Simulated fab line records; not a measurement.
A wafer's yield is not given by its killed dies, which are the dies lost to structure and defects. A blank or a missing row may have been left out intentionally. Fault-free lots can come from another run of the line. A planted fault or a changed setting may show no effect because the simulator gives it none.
Chamber matching ; flow nand_harc ; NHARC_A_STAIRCASE_TRIM_20 on rie_diel-08 has 4 sister chambers
The step chemistry O2, time 211.2 s. 8 wafers are shown with their chamber, then 7 later ones without.

## WAFERS WITH THEIR CHAMBER
wafer;chamber;showerhead_plenum_p_Torr (Torr);oes_product_au (a.u.)
L075.1;3;3.45;1.000
L080.6;0;3.67;0.991
L081.6;1;3.61;0.981
L083.4;0;3.67;0.998
L083.5;3;3.44;1.010
L083.6;2;3.37;0.994
L085.2;2;3.37;0.990
L085.4;1;3.61;0.996

## WAFERS WHOSE CHAMBER IS MISSING
wafer;showerhead_plenum_p_Torr (Torr);oes_product_au (a.u.)
L085.6;3.44;0.999
L090.1;3.66;0.995
L090.5;3.43;0.992
L090.6;3.66;0.985
L094.2;3.66;1.008
L094.3;3.36;0.993
L094.6;3.60;0.985

## EACH ONE'S CHAMBER
wafer;from the rows above;in truth
L085.6;3;3
L090.1;0;0
L090.5;3;3
L090.6;0;0
L094.2;0;0
L094.3;2;2
L094.6;1;1
Correctly placed: 7 of 7. Left unplaced by these rows: 0. Wrongly placed: 0.
How it was worked out, from the rows above alone: a wafer's distance from a chamber is the root of the sum, over the readings, of the square of ((its reading less the chamber's mean) divided by the reading's scatter). If the next closest chamber is less than 2 further off than the closest, the wafer can't be placed; otherwise it belongs to the closest. For every chamber, the mean is computed from those of its wafers that are shown. How the scatter is found: for the shown wafers, subtract from each reading the mean of its chamber, square and add these, divide the total by (wafers less chambers), then take the root.
